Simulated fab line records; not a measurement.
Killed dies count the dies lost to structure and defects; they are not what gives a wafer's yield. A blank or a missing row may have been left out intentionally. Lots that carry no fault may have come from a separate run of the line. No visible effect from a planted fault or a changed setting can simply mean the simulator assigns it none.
A lot that was struck, set against a sound lot || flow n5 finfet || 16 out of 1938 route steps
Sound: these wafers, L204.2, L204.3, L204.6. Struck: wafer L200.3 (left out: L200.6, a lot-mate that was not struck); the cause follows at the end.
Order at every step that has rows: each side's tool, ch and its chambers, its first start. Under that, the readings that differ: sound wafers || struck wafers || difference of the means || sigmas: that difference in standard deviations of wafers without a fault.
alike: a reading whose means differ by less than 2 such deviations, as well as words and numbers matching on both sides. not compared: withheld readings; readings where some wafer has no value; bounds like >300 that might hide an equal value; numbers whose values overlap and for which the record gives no deviation.
The two part at a step that has a row with sigmas, a row that says differs or no value, or rows on one side only. Numbers that don't overlap but have no deviation are shown without sigmas and don't part them. A reading that every wafer of one side lacks parts them only if that side has two wafers or more.

first, 3 steps without rows for these wafers: N5_FIN_SAQP_PRECLEAN_00 (cleans in SC1, time 60 s); N5_FIN_SAQP_PRECLEAN_44 (cleans in SC2, time 45 s); N5_FIN_SAQP_SRD_01 (time 30 s).
N5_FIN_SAQP_ALD_61: deposits SiO2, target thk 4 nm, pulse time 1 s, purge time 2 s.
  sound on ald sin-01 ch 0,2,3, day 6 02:58; struck on ald sin-01 ch 0, day 5 03:04
{"reading": "precursor pulse height rel", "sound": "0.987 0.968 0.990", "struck": 1.033, "difference": "+0.051", "sigmas": "+3"}
  alike: heater power outer w, heater power w
  not compared: since wet clean h
N5_FIN_SAQP_DENSIFY_62: time 60 s.
  sound on rtp anneal-02 ch 0, day 6 03:14; struck on rtp anneal-01 ch 0, day 5 03:20
  alike: lamp power pct, wafer_temp_C_max
then, 1 step without rows for these wafers: N5_FIN_SAQP_HM_DEP_03 (deposits SiNx from SiH4/NH3/N2, target thk 38 nm, time 33.6 s).
N5_FIN_SAQP_THK_MEAS_05:
  sound: film metro-02 at day 6 03:31; struck: film metro-01 at day 5 03:35
  alike: thk nm
N5_FIN_SAQP_PECVD_47: deposits a-Si from SiH4/He, target thk 45 nm, time 36.3 s.
  sound on pecvd-02 ch 0,2, day 6 03:33; struck on pecvd-04 ch 0, day 5 03:38
  alike: heater power outer w, heater power w, showerhead plenum p Torr, throttle valve pct
  not compared: since wet clean h
N5_FIN_SAQP_PECVD_48: deposits SiNx from SiH4/NH3/N2, target thk 25 nm, time 22.1 s.
  sound on pecvd-02 ch 0,1, day 6 03:35; struck on pecvd-04 ch 0, day 5 03:40
  alike: heater power outer w, heater power w, showerhead plenum p Torr, throttle valve pct
  not compared: since wet clean h
N5_FIN_SAQP_PECVD_06: deposits a-Si from SiH4/He, target thk 60 nm, time 48.1 s.
  sound on pecvd-02 ch 0,1, day 6 03:39; struck on pecvd-04 ch 0, day 5 03:43
  alike: heater power outer w, heater power w, showerhead plenum p Torr, throttle valve pct
  not compared: since wet clean h
N5_FIN_SAQP_THK_MEAS_07:
  sound: film metro-01 at day 6 03:46; struck: film metro-01 at day 5 03:48
  alike: thk nm
then, 1 step without rows for these wafers: N5_FIN_SAQP_HM_DEP_72 (deposits SiO2 from SiH4/N2O, target thk 12 nm, time 7.2 s).
N5_FIN_SAQP_COAT_49: time 60 s, resist thk 100 nm.
  sound on litho track-03 ch 0, day 6 03:53; struck on litho track-01 ch 0, day 5 03:55
{"reading": "heater power total W (W)", "sound": "497.7 503.0 502.7", "struck": 523.6, "difference": "+22.5", "sigmas": "+12"}
{"reading": "run length s (s)", "sound": "66.13 65.82 65.90", "struck": 61.95, "difference": -4.00, "sigmas": -27}
  alike: chill plate temp C, exhaust pa, resist line temp C
then, 1 step without rows for these wafers: N5_FIN_SAQP_COAT_50 (time 60 s, resist thk 35 nm).
-- the record jumps here: 6 days lie between the struck wafers' starts before and after (it left off in module FIN_SAQP and takes up again in module BEOL_M4, whose first step shown is number 1111 of the route) --
N5_BEOL_M4_RC_MEAS_101:
  sound on prober-01 ch 0, day 12 05:32; struck on prober-02 ch 0, day 11 02:26
  alike: DIBL_N, DIBL_P, IOFF_N, IOFF_P, ION_N, ION_P, SS_N, SS_P, VT_N, VT_P
-- the record jumps here: 4 days lie between the struck wafers' starts before and after (it left off in module BEOL_M4 and takes up again in module PASSIVATION, whose first step shown is number 1936 of the route) --
N5_PASSIVATION_PROBE_49:
  sound: prober-02 at day 16 17:13; struck: prober-02 at day 15 06:01
  alike: defect limited yield, killed_at_M0_to_M3, killed_at_M4_up, killed at contacts, killed at front end, killed at other, killed dies, killed on rim, killed open, killed short, sort_bin_4_leakage, sort_bin_5_function, sort_bin_6_memory, sort n pass, sort yield pct

WHERE THEY PART
First at N5_FIN_SAQP_ALD_61; last, within this record, at N5_FIN_SAQP_COAT_49. Later steps at which nothing parts them and some readings are alike: N5_BEOL_M4_RC_MEAS_101, N5_PASSIVATION_PROBE_49.

WHY: what had been put in by the simulator
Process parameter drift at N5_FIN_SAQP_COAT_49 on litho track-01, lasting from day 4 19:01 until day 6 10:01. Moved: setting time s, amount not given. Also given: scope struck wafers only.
